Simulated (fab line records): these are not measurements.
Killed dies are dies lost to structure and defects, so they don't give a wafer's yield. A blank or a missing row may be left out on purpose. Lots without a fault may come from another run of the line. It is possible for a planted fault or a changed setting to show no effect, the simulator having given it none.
fab line records	flow n5-finfet
[record] lots = 7	wafers = 39
route steps=1938 shown ZERO_LAYER@11 FIN_SAQP@114 SDB@373 HKMG_FIN@449 BEOL_M0_SAQP@636 BEOL_M2@841 BEOL_M4@1108 BEOL_M6@1239 BEOL_M7@1329 BEOL_M11@1587 BEOL_M12@1649 MIM_TOP@1838 PASSIVATION@1910
start-h: hours from the record's first day to the start of the lot's first wafer shown	wait-h: hours from the lot's prior step to this one	" the same as in the row above	L1.1+2: one row covering several wafers at once	- value missing, or start not given	* or withheld: withheld	< > ~ a bound
route shown NAME@n: a module of which the file shows steps, and the number in the route of the first	usual: mean and standard deviation over wafers with no fault	same: alike in all rows	chamber/n: place in a boat	sites: readings site by site	_std_site: how widely they spread, as a standard deviation	_edge_site: the outer-site mean with the inner-site mean subtracted	radius-mm: how far each site lies from the wafer's centre	mask NAME#n: copy n	behind: the last tool/chamber to shape the wafer	hold: the reason the lot was held/the length of the hold in hours/how it ended	device: transistor that didn't switch, given as n, p or np	end of line: tests run on the same wafers once the route is complete	for a step that has no rows: nothing shown but its recipe	killed: dies that structure and defects cost at the first sort, which is not the same as the wafer's yield	map: shows each die of a wafer: x if killed, . if not, _ if none is there
set.NAME: the setting the step ran with; set.NAME@STEP: the setting that earlier step ran with	model.NAME: the simulator's own value behind a step, which no gauge read
lots with deliberately changed settings; one table per step, one row per wafer
[[steps]]
[step N5_ZERO_LAYER_DEVELOP_10]
[recipe] develop-time-s = 60	rinse-liquid = diw	dry = air-spin	dev-temp-c = 21
[step N5_FIN_SAQP_DESCUM_21]
[recipe] chemistry = O2	time-s = 7.9	source-power-w = 50	bias-power-w = 20	pressure-mtorr = 20	rf-frequency-hz = 2.712e+07	temp-c = 40	resist = CAR-ArF	o2-flow-sccm = 225
[step N5_SDB_ALD_29]
[recipe] material = SiNx	target-thk-a = 300	temp-c = 400	ald-precursor-family = SiH2I2	ald-co-reactant = N2/H2-plasma	pulse-time-s = 1	ald-cycles = 600	purge-time-s = 2	co-reactant-purge-time-s = 2	pressure-torr = 2
[step N5_HKMG_FIN_ALD_71]
[recipe] material = TiN	target-thk-a = 10	temp-c = 400	ald-precursor-family = TiCl4	ald-co-reactant = NH3	pulse-time-s = 1	purge-time-s = 3	co-reactant-purge-time-s = 2	co-reactant-pulse-time-s = 2	ald-cycles = 47	pressure-torr = 3
[step N5_BEOL_M0_SAQP_PECVD_96]
[recipe] material = a-Si	target-thk-a = 450	temp-c = 350	precursor = SiH4/He	pressure-torr = 3	rf-w = 100	time-s = 45.2
[step N5_BEOL_M2_ILD_DEP_00]
[recipe] material = SiOC	target-thk-a = 790	temp-c = 350	precursor = DEMS/O2	pressure-torr = 5	rf-w = 500	time-s = 15.3
[step N5_BEOL_M2_DEP_57]
[recipe] material = SiCN	target-thk-a = 80	temp-c = withheld	precursor = 3MS/NH3	pressure-torr = 3	rf-w = 202	time-s = 14
[step N5_BEOL_M4_DEP_57]
[step N5_BEOL_M6_TRENCH_ETCH_37]
[recipe] chemistry = C4F6/O2	target-depth-a = 944.35	target = SiCOH_lowk	time-s = 31.5	ion-energy-ev = 250	pressure-mtorr = 30	source-w = 345	bias-w = 185	Ar_flow_sccm = 300	C4F6_flow_sccm = 10	O2_flow_sccm = 10
[step N5_BEOL_M7_DEP_56]
[recipe] material = SiCN	target-thk-a = 100	temp-c = withheld	precursor = 3MS/NH3	pressure-torr = 3	rf-w = 202	time-s = 17.5
[step N5_BEOL_M11_CURE_72]
[recipe] temp-c = 370	time-s = 120	ambient = DMADMS/He	material = SiCOH_lowk
[step N5_BEOL_M12_SPUTTER_44]
[recipe] material = Ta	target-thk-a = 100	temp-c = 50	bias-v = 80	power-w = 15000	chamber-pressure-pa = 0.07	time-s = 16.13
[step N5_MIM_TOP_SPUTTER_03]
[recipe] material = TiN	target-thk-a = 350	temp-c = 200	power-w = 3000	chamber-pressure-pa = 0.49996	gas = Ar	reactive-partial-pa = 0.37997	time-s = 89.7
[step N5_PASSIVATION_ETCH_59]
[recipe] chemistry = Cl2/BCl3	target = TaN	target-depth-a = 650	time-s = 34.9	ion-energy-ev = 100	pressure-mtorr = 10	icp-w = 900	bias-w = 100	Cl2_flow_sccm = 60	bcl3-flow-sccm = 30
[step N5_PASSIVATION_PROBE_49]
[usual] killed-at-other = 3.4/2.6	killed-dies = 102/17	killed-on-rim = 13/4.1
lot.wafer	tool	chamber	start-h	wait-h	set.develop-time-s@ZERO_LAYER_DEVELOP_10	set.time-s@FIN_SAQP_DESCUM_21	set.ald-cycles@SDB_ALD_29	set.ald-cycles@HKMG_FIN_ALD_71	set.time-s@BEOL_M0_SAQP_PECVD_96	set.target-thk-a@BEOL_M2_ILD_DEP_00	set.target-thk-a@BEOL_M2_DEP_57	set.time-s@BEOL_M4_DEP_57	set.time-s@BEOL_M6_TRENCH_ETCH_37	set.target-thk-a@BEOL_M7_DEP_56	set.time-s@BEOL_M11_CURE_72	set.time-s@BEOL_M12_SPUTTER_44	set.time-s@MIM_TOP_SPUTTER_03	set.time-s@PASSIVATION_ETCH_59	killed-at-other	killed-dies	killed-on-rim
L079.1	prober-01	-	304.36	0.0	24.51	4.364	600	47	45.2	790	109	14	48.51	100	120	13.31	89.7	52.91	2	107	22
L079.2	prober-01	-	304.41	0.1	60	7.9	600	47	21.16	790	80	14	48.51	100	147.8	13.31	89.7	34.9	2	218	38
L079.3	prober-01	-	304.46	0.1	24.51	4.364	955	58	21.16	790	80	14	31.5	100	147.8	16.13	89.7	52.91	1	72	7
L079.4	prober-01	-	304.51	0.2	60	4.364	955	47	21.16	790	109	14	31.5	118.5	120	16.13	89.7	34.9	3	94	11
L079.5	prober-01	-	304.56	0.2	60	7.9	955	58	45.2	790	80	14	48.51	118.5	120	16.13	89.7	52.91	4	90	16
L079.6	prober-01	-	304.61	0.3	24.51	7.9	600	58	45.2	790	109	14	31.5	118.5	147.8	13.31	89.7	34.9	3	102	15
L078.1	prober-02	-	310.62	0.0	60	7.9	600	47	45.2	790	80	14	31.5	100	120	16.13	89.7	34.9	4	111	16
L078.3	prober-02	-	310.72	0.1	60	7.9	600	47	45.2	790	80	14	31.5	100	120	16.13	89.7	34.9	3	134	17
L078.6	prober-02	-	310.87	0.3	60	7.9	600	47	45.2	790	80	14	31.5	100	120	16.13	89.7	34.9	4	87	9
L076.1	prober-02	-	315.73	0.0	60	7.9	496	47	45.2	790	80	11.87	31.5	100	190.8	16.13	128.1	34.9	1104	1180	152
L076.2	prober-02	-	315.78	0.1	40.45	7.9	496	47	45.2	790	102	14	31.5	100	120	16.13	89.7	34.9	3	95	13
L076.3	prober-02	-	315.83	0.1	40.45	7.9	600	47	69.25	790	80	11.87	31.5	100	120	8.166	89.7	34.9	5	90	9
L076.4	prober-02	-	315.88	0.2	40.45	5.086	600	47	45.2	790	102	11.87	31.5	135.1	190.8	8.166	128.1	34.9	1077	1180	152
L076.5	prober-02	-	315.93	0.2	60	5.086	600	47	69.25	790	80	14	31.5	135.1	190.8	8.166	89.7	34.9	5	92	14
L076.6	prober-02	-	315.98	0.3	60	5.086	496	47	69.25	790	102	14	31.5	135.1	120	16.13	128.1	34.9	1092	1180	152
L090.1	prober-01	-	369.30	0.0	84.18	5.979	600	47	33.38	1236	116	7.69	31.5	126.9	120	16.13	108	34.9	0	1180	152
L090.2	prober-01	-	369.35	0.1	84.18	7.9	796	63	33.38	1236	80	7.69	31.5	100	120	16.13	108	34.9	3	1180	152
L090.3	prober-01	-	369.40	0.1	60	5.979	600	63	45.2	790	80	7.69	31.5	100	120	16.13	89.7	48.84	2	91	11
L090.4	prober-01	-	369.45	0.2	60	7.9	796	63	45.2	790	116	14	31.5	100	120	16.13	89.7	48.84	3	116	20
L090.5	prober-01	-	369.50	0.2	60	7.9	600	47	33.38	790	116	14	31.5	126.9	120	16.13	108	48.84	1069	1180	152
L090.6	prober-01	-	369.55	0.3	84.18	5.979	796	47	45.2	1236	80	14	31.5	126.9	120	16.13	89.7	34.9	0	1180	152
L087.1	prober-02	-	388.84	0.0	60	7.9	600	47	20.77	790	80	8.798	31.5	100	99.96	10.75	89.7	34.9	4	79	7
L087.2	prober-02	-	388.89	0.1	72.55	7.9	922	47	45.2	790	80	14	31.5	100	120	16.13	127.6	34.9	1112	1180	152
L087.3	prober-02	-	388.94	0.1	60	4.57	600	47	45.2	790	80	8.798	31.5	100	120	16.13	89.7	34.9	3	94	17
L087.4	prober-02	-	388.99	0.2	72.55	7.9	922	47	20.77	790	80	8.798	31.5	100	99.96	16.13	127.6	42.18	1090	1180	152
L087.5	prober-02	-	389.04	0.2	60	4.57	922	47	20.77	790	80	14	31.5	100	120	10.75	127.6	42.18	1117	1180	152
L087.6	prober-02	-	389.09	0.3	72.55	4.57	600	47	45.2	790	80	14	31.5	100	99.96	10.75	89.7	42.18	3	69	7
L094.1	prober-02	-	434.76	0.7	32.55	7.9	600	47	45.2	790	80	22.15	31.5	100	120	16.13	89.7	21.95	1106	1180	152
L094.2	prober-02	-	434.81	0.8	60	4.204	459	47	45.2	994.2	80	14	38.25	100	120	16.13	75.82	34.9	11	82	8
L094.3	prober-02	-	434.86	0.8	32.55	4.204	600	47	45.2	994.2	114.4	22.15	38.25	100	120	16.13	89.7	34.9	11	101	16
L094.4	prober-02	-	434.91	0.9	32.55	4.204	459	47	45.2	790	80	14	38.25	100	120	16.13	75.82	21.95	1088	1180	152
L094.5	prober-02	-	434.96	0.9	60	7.9	600	47	45.2	994.2	114.4	14	31.5	100	120	16.13	89.7	21.95	1109	1180	152
L094.6	prober-02	-	435.01	1.0	60	7.9	459	47	45.2	790	114.4	22.15	31.5	100	120	16.13	75.82	34.9	8	111	21
L097.1	prober-01	-	449.93	0.0	24.31	7.9	600	47	45.2	790	46.97	18.44	31.5	100	82.24	13.58	89.7	34.9	7	109	17
L097.2	prober-01	-	449.98	0.1	60	7.9	887	47	45.2	596.9	80	18.44	31.5	100	120	16.13	89.7	34.9	6	107	13
L097.3	prober-01	-	450.03	0.1	60	7.9	887	47	18.91	790	80	14	42.89	100	120	13.58	89.7	34.9	5	119	22
L097.4	prober-01	-	450.08	0.2	24.31	7.9	887	20	45.2	790	46.97	14	42.89	100	120	16.13	89.7	34.9	3	106	9
L097.5	prober-01	-	450.13	0.2	24.31	7.9	600	20	18.91	596.9	80	14	31.5	100	82.24	16.13	89.7	34.9	8	105	14
L097.6	prober-01	-	450.18	0.3	60	7.9	600	20	18.91	596.9	46.97	18.44	42.89	100	82.24	13.58	89.7	34.9	9	110	14
// killed by level:class
L079.1 BEOL_M6:area-etch=16 MOL_CONTACT_COAG:geometric-particle:open=14 BEOL_M0_SAQP:geometric-particle:open=10 STI_FIN_REVEAL:geometric-particle:open=8 BEOL_M0_SAQP:geometric-particle:short=8 STI_FIN_REVEAL:geometric-particle:short=6 GATE_CUT:geometric-particle:short=6 BEOL_M3:geometric-particle:open=5
L079.2 BEOL_M6:area-etch=129 BEOL_M3:geometric-particle:open=13 BEOL_M2:geometric-particle:open=8 MOL_CONTACT_COAG:geometric-particle:open=7 STI_FIN_REVEAL:geometric-particle:open=6 GATE_CUT:geometric-particle:short=6 DUMMY_GATE:geometric-particle:open=5 BEOL_M0_SAQP:geometric-particle:open=4
L079.3 BEOL_M3:geometric-particle:open=9 GATE_CUT:geometric-particle:short=6 BEOL_M4:geometric-particle:open=6 STI_FIN_REVEAL:geometric-particle:open=5 DUMMY_GATE:geometric-particle:open=5 BEOL_M4:geometric-particle:short=4 DUMMY_GATE:geometric-particle:short=3 FIN_SAQP:geometric-particle:short=2
L079.4 BEOL_M4:geometric-particle:open=12 GATE_CUT:geometric-particle:short=8 STI_FIN_REVEAL:geometric-particle:open=7 BEOL_M0_SAQP:geometric-particle:short=7 BEOL_M0_SAQP:geometric-particle:open=7 STARTING-WAFER:geometric-particle:short=6 MOL_CONTACT_COAG:geometric-particle:open=5 BEOL_M2:geometric-particle:open=5
L079.5 BEOL_M0_SAQP:geometric-particle:open=14 BEOL_M0_SAQP:geometric-particle:short=13 DUMMY_GATE:geometric-particle:open=8 STI_FIN_REVEAL:geometric-particle:open=7 STARTING-WAFER:geometric-particle:short=6 BEOL_M6:area-etch=6 GATE_CUT:geometric-particle:short=5 MOL_CONTACT_COAG:geometric-particle:open=4
L079.6 STI_FIN_REVEAL:geometric-particle:open=14 MOL_CONTACT_COAG:geometric-particle:open=10 BEOL_M0_SAQP:geometric-particle:open=8 DUMMY_GATE:geometric-particle:open=7 BEOL_M0_SAQP:geometric-particle:short=6 BEOL_M0:geometric-particle:open=6 BEOL_M2:geometric-particle:open=5 BEOL_M3:geometric-particle:open=5
L078.1 BEOL_M0_SAQP:geometric-particle:open=15 BEOL_M0_SAQP:geometric-particle:short=11 GATE_CUT:geometric-particle:short=10 MOL_CONTACT_COAG:geometric-particle:open=9 FIN_SAQP:geometric-particle:short=5 BEOL_M2:geometric-particle:short=5 STARTING-WAFER:geometric-particle:short=4 BEOL_M3:geometric-particle:open=4
L078.3 BEOL_M0_SAQP:geometric-particle:open=19 BEOL_M0_SAQP:geometric-particle:short=14 BEOL_M2:geometric-particle:open=12 MOL_CONTACT_COAG:geometric-particle:open=11 BEOL_M1:geometric-particle:open=11 BEOL_M4:geometric-particle:short=7 BEOL_M3:geometric-particle:open=6 BEOL_M4:geometric-particle:open=6
L078.6 STI_FIN_REVEAL:geometric-particle:open=12 BEOL_M0_SAQP:geometric-particle:short=9 MOL_CONTACT_COAG:geometric-particle:open=7 BEOL_M0_SAQP:geometric-particle:open=7 BEOL_M2:geometric-particle:open=6 BEOL_M4:geometric-particle:open=5 BEOL_M1:geometric-particle:open=4 FIN_SAQP:geometric-particle:short=3
L076.1 MIM_TOP:area-sputter=1097 FIN_SAQP:geometric-particle:open=9 FIN_SAQP:geometric-particle:short=8 BEOL_M0_SAQP:geometric-particle:open=7 MOL_CONTACT_COAG:geometric-particle:open=6 BEOL_M0_SAQP:geometric-particle:short=6 GATE_CUT:geometric-particle:short=5 BEOL_M0:geometric-particle:open=4
L076.2 BEOL_M0_SAQP:geometric-particle:open=14 FIN_SAQP:geometric-particle:open=11 BEOL_M3:geometric-particle:open=11 MOL_CONTACT_COAG:geometric-particle:open=10 FIN_SAQP:geometric-particle:short=6 BEOL_M0_SAQP:geometric-particle:short=5 BEOL_M4:geometric-particle:open=5 MOL_CONTACT_COAG:geometric-particle:short=4
L076.3 MOL_CONTACT_COAG:geometric-particle:open=14 FIN_SAQP:geometric-particle:open=7 BEOL_M2:geometric-particle:open=6 FIN_SAQP:geometric-particle:short=5 BEOL_M0_SAQP:geometric-particle:short=5 STI_FIN_REVEAL:geometric-particle:short=4 BEOL_M4:geometric-particle:open=4 BEOL_M5:geometric-particle:open=4
L076.4 MIM_TOP:area-sputter=1071 BEOL_M0_SAQP:geometric-particle:open=15 BEOL_M0_SAQP:geometric-particle:short=13 BEOL_M3:geometric-particle:open=13 MOL_CONTACT_COAG:geometric-particle:open=7 GATE_CUT:geometric-particle:short=6 BEOL_M1:geometric-particle:open=6 FIN_SAQP:geometric-particle:open=5
L076.5 GATE_CUT:geometric-particle:open=9 BEOL_M0_SAQP:geometric-particle:open=9 BEOL_M0_SAQP:geometric-particle:short=9 BEOL_M2:geometric-particle:open=7 BEOL_M3:geometric-particle:open=6 BEOL_M1:geometric-particle:open=5 BEOL_M4:geometric-particle:open=5 BEOL_M5:geometric-particle:open=5
L076.6 MIM_TOP:area-sputter=1089 FIN_SAQP:geometric-particle:open=16 MOL_CONTACT_COAG:geometric-particle:open=10 BEOL_M0_SAQP:geometric-particle:short=8 FIN_SAQP:geometric-particle:short=7 BEOL_M0_SAQP:geometric-particle:open=7 BEOL_M3:geometric-particle:open=5 STI_FIN_REVEAL:geometric-particle:open=3
L090.1 BEOL_M2:area-dep=1098 FIN_SAQP:geometric-particle:short=6 BEOL_M3:geometric-particle:open=6 STI_FIN_REVEAL:geometric-particle:open=5 FIN_SAQP:geometric-particle:open=4 STI_FIN_REVEAL:geometric-particle:short=4 ILD0:geometric-particle:short=4 BEOL_M0_SAQP:geometric-particle:short=4
L090.2 BEOL_M2:area-dep=1076 STI_FIN_REVEAL:geometric-particle:open=14 BEOL_M0_SAQP:geometric-particle:open=11 BEOL_M0_SAQP:geometric-particle:short=9 MOL_CONTACT_COAG:geometric-particle:open=8 GATE_CUT:geometric-particle:short=6 GATE_CUT:geometric-particle:open=5 FIN_SAQP:geometric-particle:short=4
L090.3 STI_FIN_REVEAL:geometric-particle:open=21 GATE_CUT:geometric-particle:short=9 FIN_SAQP:geometric-particle:short=8 MOL_CONTACT_COAG:geometric-particle:open=8 BEOL_M0_SAQP:geometric-particle:open=6 FIN_SAQP:geometric-particle:open=5 BEOL_M0_SAQP:geometric-particle:short=5 BEOL_M4:geometric-particle:open=4
L090.4 FIN_SAQP:geometric-particle:open=11 FIN_SAQP:geometric-particle:short=10 GATE_CUT:geometric-particle:short=10 BEOL_M3:geometric-particle:open=9 MOL_CONTACT_COAG:geometric-particle:open=9 DUMMY_GATE:geometric-particle:open=8 BEOL_M4:geometric-particle:open=7 STI_FIN_REVEAL:geometric-particle:open=6
L090.5 MIM_TOP:area-sputter=1069 FIN_SAQP:geometric-particle:short=20 STI_FIN_REVEAL:geometric-particle:open=16 MOL_CONTACT_COAG:geometric-particle:open=16 FIN_SAQP:geometric-particle:open=9 BEOL_M4:geometric-particle:open=6 BEOL_M1:geometric-particle:open=4 BEOL_M0_SAQP:geometric-particle:open=4
L090.6 BEOL_M2:area-dep=1081 MOL_CONTACT_COAG:geometric-particle:open=15 FIN_SAQP:geometric-particle:open=11 STI_FIN_REVEAL:geometric-particle:open=11 BEOL_M3:geometric-particle:open=10 FIN_SAQP:geometric-particle:short=7 BEOL_M1:geometric-particle:open=6 BEOL_M3:geometric-particle:short=4
L087.1 BEOL_M1:geometric-particle:open=11 BEOL_M2:geometric-particle:open=8 FIN_SAQP:geometric-particle:open=5 BEOL_M0_SAQP:geometric-particle:open=5 BEOL_M0_SAQP:geometric-particle:short=5 BEOL_M3:geometric-particle:short=4 STI_FIN_REVEAL:geometric-particle:open=3 MOL_CONTACT_COAG:geometric-particle:short=3
L087.2 MIM_TOP:area-sputter=1108 FIN_SAQP:geometric-particle:short=10 FIN_SAQP:geometric-particle:open=8 BEOL_M0:geometric-particle:short=7 DUMMY_GATE:geometric-particle:open=4 BEOL_M0:geometric-particle:open=4 MOL_CONTACT_COAG:geometric-particle:open=3 BEOL_M3:geometric-particle:open=3
L087.3 MOL_CONTACT_COAG:geometric-particle:open=16 BEOL_M2:geometric-particle:open=9 BEOL_M0_SAQP:geometric-particle:open=8 DUMMY_GATE:geometric-particle:open=7 BEOL_M4:geometric-particle:open=7 BEOL_M0_SAQP:geometric-particle:short=5 FIN_SAQP:geometric-particle:short=4 FIN_SAQP:geometric-particle:open=3
L087.4 MIM_TOP:area-sputter=1089 MOL_CONTACT_COAG:geometric-particle:open=15 FIN_SAQP:geometric-particle:open=14 BEOL_M2:geometric-particle:open=10 FIN_SAQP:geometric-particle:short=8 BEOL_M1:geometric-particle:open=6 STARTING-WAFER:geometric-particle:short=5 BEOL_M0_SAQP:geometric-particle:short=4
L087.5 MIM_TOP:area-sputter=1112 FIN_SAQP:geometric-particle:open=8 MOL_CONTACT_COAG:geometric-particle:open=8 MOL_CONTACT_COAG:geometric-particle:short=5 BEOL_M5:geometric-particle:short=5 BEOL_M0_SAQP:geometric-particle:open=4 STARTING-WAFER:geometric-particle:open=4 BEOL_M0_SAQP:geometric-particle:short=3
L087.6 MOL_CONTACT_COAG:geometric-particle:open=7 FIN_SAQP:geometric-particle:open=4 BEOL_M1:geometric-particle:open=4 BEOL_M6:geometric-particle:open=4 STARTING-WAFER:geometric-particle:short=4 STARTING-WAFER:geometric-particle:open=4 GATE_CUT:geometric-particle:short=3 MOL_CONTACT_COAG:geometric-particle:short=3
L094.1 PASSIVATION:area-etch=1101 MOL_CONTACT_COAG:geometric-particle:open=13 BEOL_M3:geometric-particle:open=5 STI_FIN_REVEAL:geometric-particle:open=4 BEOL_M1:geometric-particle:open=4 BEOL_M1:geometric-particle:short=4 MOL_CONTACT_COAG:geometric-particle:short=3 BEOL_M0:geometric-particle:open=3
L094.2 BEOL_M0_SAQP:geometric-particle:short=12 STI_FIN_REVEAL:geometric-particle:open=7 BEOL_M0_SAQP:geometric-particle:open=6 BEOL_M4:geometric-particle:open=6 PASS1_CAP:geometric-particle:short=5 BEOL_M2:geometric-particle:open=5 STARTING-WAFER:geometric-particle:short=5 PASS1_CAP:geometric-particle:open=4
L094.3 MOL_CONTACT_COAG:geometric-particle:open=13 STI_FIN_REVEAL:geometric-particle:open=9 BEOL_M2:geometric-particle:open=9 FIN_SAQP:geometric-particle:short=8 BEOL_M4:geometric-particle:open=6 BEOL_M0_SAQP:geometric-particle:open=6 PASS1_CAP:geometric-particle:open=5 DUMMY_GATE:geometric-particle:open=3
L094.4 PASSIVATION:area-etch=1081 MOL_CONTACT_COAG:geometric-particle:open=20 STI_FIN_REVEAL:geometric-particle:open=11 BEOL_M4:geometric-particle:open=7 FIN_SAQP:geometric-particle:short=6 MOL_CONTACT_COAG:geometric-particle:short=5 PASS1_CAP:geometric-particle:short=4 STI_FIN_REVEAL:geometric-particle:short=3
L094.5 PASSIVATION:area-etch=1105 MOL_CONTACT_COAG:geometric-particle:open=13 MOL_CONTACT_COAG:geometric-particle:short=6 BEOL_M2:geometric-particle:open=5 BEOL_M0:geometric-particle:open=4 BEOL_M0_SAQP:geometric-particle:open=4 ZERO_LAYER:coat-microbubble-printed=4 STI_FIN_REVEAL:geometric-particle:open=3
L094.6 STI_FIN_REVEAL:geometric-particle:open=18 MOL_CONTACT_COAG:geometric-particle:open=14 MOL_CONTACT_COAG:geometric-particle:short=7 BEOL_M0_SAQP:geometric-particle:open=6 DUMMY_GATE:geometric-particle:open=5 BEOL_M2:geometric-particle:open=5 STI_FIN_REVEAL:geometric-particle:short=4 GATE_CUT:geometric-particle:open=4
L097.1 FIN_SAQP:geometric-particle:short=15 MOL_CONTACT_COAG:geometric-particle:open=12 BEOL_M2:geometric-particle:open=8 GATE_CUT:geometric-particle:short=6 BEOL_M0_SAQP:geometric-particle:open=6 BEOL_M1:geometric-particle:open=6 FIN_SAQP:geometric-particle:open=5 BEOL_M3:geometric-particle:open=4
L097.2 FIN_SAQP:geometric-particle:short=11 BEOL_M2:geometric-particle:open=11 FIN_SAQP:geometric-particle:open=9 MOL_CONTACT_COAG:geometric-particle:open=7 BEOL_M4:geometric-particle:open=7 STI_FIN_REVEAL:geometric-particle:open=5 BEOL_M3:geometric-particle:open=5 BEOL_M1:geometric-particle:open=5
L097.3 BEOL_M0_SAQP:geometric-particle:open=13 FIN_SAQP:geometric-particle:short=12 BEOL_M0_SAQP:geometric-particle:short=10 BEOL_M2:geometric-particle:open=8 BEOL_M4:geometric-particle:open=6 DUMMY_GATE:geometric-particle:open=6 BEOL_M1:geometric-particle:open=6 BEOL_M3:geometric-particle:open=6
L097.4 MOL_CONTACT_COAG:geometric-particle:open=14 BEOL_M3:geometric-particle:open=13 DUMMY_GATE:geometric-particle:open=9 BEOL_M2:geometric-particle:open=7 BEOL_M1:geometric-particle:open=5 FIN_SAQP:geometric-particle:short=4 GATE_CUT:geometric-particle:short=4 MOL_CONTACT_COAG:geometric-particle:short=4
L097.5 FIN_SAQP:geometric-particle:short=12 BEOL_M4:geometric-particle:open=8 MOL_CONTACT_COAG:geometric-particle:open=7 STI_FIN_REVEAL:geometric-particle:open=6 GATE_CUT:geometric-particle:short=5 BEOL_M2:geometric-particle:open=5 FIN_SAQP:geometric-particle:open=4 GATE_CUT:geometric-particle:open=4
L097.6 DUMMY_GATE:geometric-particle:open=9 FIN_SAQP:geometric-particle:short=8 BEOL_M4:geometric-particle:open=8 BEOL_M2:geometric-particle:open=8 FIN_SAQP:geometric-particle:open=7 BEOL_M2:geometric-particle:short=6 GATE_CUT:geometric-particle:short=5 MOL_CONTACT_COAG:geometric-particle:open=5
[[key]]
[split] step = N5_ZERO_LAYER_DEVELOP_10	setting = develop-time-s	stated-as = 60
response none clear
[split] step = N5_FIN_SAQP_DESCUM_21	setting = time-s	stated-as = 7.9
response none clear
[split] step = N5_SDB_ALD_29	setting = ald-cycles	stated-as = 600
response none clear
[split] step = N5_HKMG_FIN_ALD_71	setting = ald-cycles	stated-as = 47
response none clear
[split] step = N5_BEOL_M0_SAQP_PECVD_96	setting = time-s	stated-as = 45.2
response none clear
[split] step = N5_BEOL_M2_ILD_DEP_00	setting = target-thk-a	stated-as = 790
response none clear
[split] step = N5_BEOL_M2_DEP_57	setting = target-thk-a	stated-as = 80
response none clear
[split] step = N5_BEOL_M4_DEP_57	setting = time-s	stated-as = 14
response none clear
[split] step = N5_BEOL_M6_TRENCH_ETCH_37	setting = time-s	stated-as = 31.5
response none clear
[split] step = N5_BEOL_M7_DEP_56	setting = target-thk-a	stated-as = 100
response none clear
[split] step = N5_BEOL_M11_CURE_72	setting = time-s	stated-as = 120
response none clear
[split] step = N5_BEOL_M12_SPUTTER_44	setting = time-s	stated-as = 16.13
response none clear
[split] step = N5_MIM_TOP_SPUTTER_03	setting = time-s	stated-as = 89.7
[response] step = N5_PASSIVATION_PROBE_49	reading = killed-at-other	slope = +25.4	per = 1%	together-with = all	explained = 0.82
[response] step = N5_PASSIVATION_PROBE_49	reading = killed-dies	slope = +25.6	per = 1%	together-with = all	explained = 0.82
[response] step = N5_PASSIVATION_PROBE_49	reading = killed-on-rim	slope = +3.28	per = 1%	together-with = all	explained = 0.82
[split] step = N5_PASSIVATION_ETCH_59	setting = time-s	stated-as = 34.9
response none clear
